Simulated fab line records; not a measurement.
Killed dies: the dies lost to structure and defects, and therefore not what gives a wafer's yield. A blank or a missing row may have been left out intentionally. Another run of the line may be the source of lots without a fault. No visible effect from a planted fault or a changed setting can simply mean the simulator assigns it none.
A struck lot beside a sound one / flow n5Finfet / 30 steps out of a route of 1938
Sound: wafers L578.1, L578.4, L578.6. Struck: wafer L585.5 (L585.1, L585.3, from the same lot, were not struck and are left out); the cause is given at the end.
At each step with rows: each side's tool, then ch and its chambers, then its first start. Under that, the readings that differ: sound wafers / struck wafers / difference of the means / sigmas: that difference in standard deviations of wafers without a fault.
alike: readings whose means differ by less than 2 such deviations, and words and numbers that are the same on both sides. not compared: withheld readings, readings that some wafer has no value for, bounds like >300 that may hide the same value, and numbers for which the record gives no deviation and whose values overlap.
The two part at a step that has a row with sigmas, a row that says differs or no value, or rows on one side only. Numbers that have no deviation but don't overlap get no sigmas and don't part them. A reading missing from all wafers of one side parts the sides only when that side holds two or more wafers.

first, 3 steps without rows for these wafers: N5_BEOL_M0_SAQP_EXPOSE_11 (exposes mask M0 CORE, target cd 42 nm); N5_BEOL_M0_SAQP_PEB_12 (peb time 60 s); N5_BEOL_M0_SAQP_DEVELOP_13 (develop time 30 s).
N5_BEOL_M0_SAQP_CD_MEAS_14 targets a cd of 42.5 nm.
  sound on cdSem-02 ch 0, day 6 06:16; struck on cdSem-03 ch 0, day 7 20:55
  alike: cdNm
N5_BEOL_M0_SAQP_OVL_MEAS_15:
  sound on overlay-01 ch 0, day 6 06:17; struck on overlay-02 ch 0, day 7 20:56
  alike: M0_CORE_OVL
N5_BEOL_M0_SAQP_INSPECT_16: inspects for defects (brightfield).
  sound on defectInspect-02, day 6 06:19; struck on defectInspect-01, day 7 20:58
  alike: rawDefectCount
then, 1 step without rows for these wafers: N5_BEOL_M0_SAQP_DESCUM_19 (chemistry O2, time 7.9 s).
N5_BEOL_M0_SAQP_ETCH_83: etches SiARC in CF4, target depth 39 nm, time 65 s.
  sound on rieDiel-01 ch 2,3, day 6 06:37; struck on rieDiel-02 ch 1, day 7 21:07
  alike: biasW, drypumpMotorCurrentA, etchRfOnTimeS, mfcArSccm, oesProductAu, rfVppV, showerheadPlenumPTorr, throttleValvePct
  not compared: rfHoursCounterH
N5_BEOL_M0_SAQP_ETCH_84: etches SOC in N2/H2, target depth 100 nm, overetch 20 nm, time 150 s.
  sound on rieDiel-01 ch 2,3, day 6 06:40; struck on rieDiel-02 ch 1, day 7 21:10
  alike: biasW, drypumpMotorCurrentA, h2FlowSccm, oesProductAu, rfVppV, showerheadPlenumPTorr, throttleValvePct
  not compared: rfHoursCounterH
then, 1 step without rows for these wafers: N5_BEOL_M0_SAQP_STRIP_80 (strips in N2/H2).
N5_BEOL_M0_SAQP_HM_OPEN_112: chemistry CHF3/O2, target SiO2, stops on a-Si, target depth 12 nm, time 13.5 s.
  sound on rieDiel-01 ch 2,3, day 6 06:46; struck on rieDiel-02 ch 1, day 7 21:16
  alike: drypumpMotorCurrentA, mfcArSccm, oesProductAu, rfVppV, showerheadPlenumPTorr, throttleValvePct
  not compared: rfHoursCounterH
then, 1 step without rows for these wafers: N5_BEOL_M0_SAQP_STRIP_113 (strips in CHF3/O2).
N5_BEOL_M0_SAQP_MANDREL_ETCH_20: etches a-Si in HBr/Cl2, stops on SiNx, target depth 60 nm, bt time 10 s, time 30 s.
  sound on rieSi-01 ch 0,1,2, day 6 06:52; struck on rieSi-01 ch 1, day 7 21:21
reading=biasW (W); sound=75.25 74.96 75.01; struck=96.31; difference=+21.24; sigmas=+97
reading=model.SOC_of_BEOL_M0_SAQP_COAT_81.thkNm (nm); sound=75.6 76 76.2; struck=73; difference=-3; sigmas=
reading=model.SiNx_of_BEOL_M0_SAQP_PECVD_97.thkNm (nm); sound=18 18.2 18.8; struck=17.4; difference=-0.9; sigmas=
  alike: drypumpMotorCurrentA, oesProductAu, throttleValvePct
  not compared: rfHoursCounterH
then, 3 steps without rows for these wafers: N5_BEOL_M0_SAQP_STRIP_86 (strips in N2/H2); N5_BEOL_M0_SAQP_STRIP_115 (strips in post etch residue remover, time 60 s); N5_BEOL_M0_SAQP_SRD_93 (time 30 s).
N5_BEOL_M0_SAQP_RECESS_114: chemistry HF/NH3, target SiO2, target depth 14.4 nm, afs cycles 3, sublimation time 60 s.
  sound on vaporEtch-01 ch 0,1, day 6 07:05; struck on vaporEtch-01 ch 0, day 7 21:34
  alike: drypumpMotorCurrentA
then, 3 steps without rows for these wafers: N5_BEOL_M0_SAQP_SPACER1_ALD_98 (deposits SiO2, target thk 12.8 nm, pulse time 1 s, purge time 2 s); N5_BEOL_M0_SAQP_SPACER1_ETCHBACK_99 (etches SiO2 in CHF3/O2, target depth 15.4 nm, time 7.7 s); N5_BEOL_M0_SAQP_MANDREL1_REMOVE_100 (chemistry HBr/Cl2/O2, target a-Si, stops on SiNx, bt time 10 s).
N5_BEOL_M0_SAQP_CD_MEAS_25 targets a cd of 13.1 nm.
  sound on cdSem-02 ch 0, day 6 08:08; struck on cdSem-03 ch 0, day 7 22:40
  alike: cdNm
then, 1 step without rows for these wafers: N5_BEOL_M0_SAQP_ETCH_101 (etches SiNx in CH3F/O2, target depth 29.9 nm, time 42.7 s).
N5_BEOL_M0_SAQP_ETCH_102: etches SiO2 in CF4, target depth 4 nm, time 4.4 s.
  sound on rieSi-01 ch 1,3, day 6 08:19; struck on rieSi-02 ch 2, day 7 22:48
reading=drypumpMotorCurrentA (A); sound=6.4 5.7 5.7; struck=5.3; difference=-0.6; sigmas=-2
  alike: biasW, oesProductAu, throttleValvePct
  not compared: rfHoursCounterH
then, 3 steps without rows for these wafers: N5_BEOL_M0_SAQP_MANDREL_ETCH_103 (etches a-Si in HBr/Cl2, stops on SiCN, target depth 45 nm, bt time 10 s, time 27 s); N5_BEOL_M0_SAQP_RECESS_104 (chemistry HF/NH3, target SiO2, target depth 18 nm, afs cycles 3, sublimation time 60 s); N5_BEOL_M0_SAQP_COAT_105 (time 60 s, resist thk 100 nm).
N5_BEOL_M0_SAQP_ETCH_106: etches SOC in N2/H2, stops on SiNx, target depth 150 nm.
  sound on rieDiel-03 ch 1,3, day 6 08:52; struck on rieDiel-02 ch 2, day 7 23:23
reading=drypumpMotorCurrentA (A); sound=5.6 6.2 6.2; struck=6.7; difference=+0.7; sigmas=+2
reading=model.SiNx_of_BEOL_M0_SAQP_PECVD_97.thkNm (nm); sound=15 15.2 15.8; struck=14.4; difference=-0.9; sigmas=
  alike: biasW, h2FlowSccm, oesProductAu, rfVppV, showerheadPlenumPTorr, throttleValvePct
  not compared: rfHoursCounterH
then, 1 step without rows for these wafers: N5_BEOL_M0_SAQP_ETCH_107 (etches SiNx in CH3F/O2, target depth 30 nm).
-- here the record skips 3 days between the struck wafers' starts before and after, leaving off in module BEOL_M0_SAQP and picking up in module BEOL_M4 (first step shown: number 1111 of the route) --
N5_BEOL_M4_RC_MEAS_101:
  sound on prober-02 ch 0, day 9 07:52; struck on prober-01 ch 0, day 10 15:16
  alike: DIBL_N, DIBL_P, IOFF_N, IOFF_P, ION_N, ION_P, SS_N, SS_P, VT_N, VT_P
N5_PASSIVATION_PROBE_49:
  rows exist in the record for the sound wafers here (prober-02, day 13 21:54), none for the struck ones

WHERE THEY PART
At N5_BEOL_M0_SAQP_MANDREL_ETCH_20 first; at N5_PASSIVATION_PROBE_49 last (within this record only).

WHY: what had been put in by the simulator
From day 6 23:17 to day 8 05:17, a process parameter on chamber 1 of rieSi-01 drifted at N5_BEOL_M0_SAQP_MANDREL_ETCH_20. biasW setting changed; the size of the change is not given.
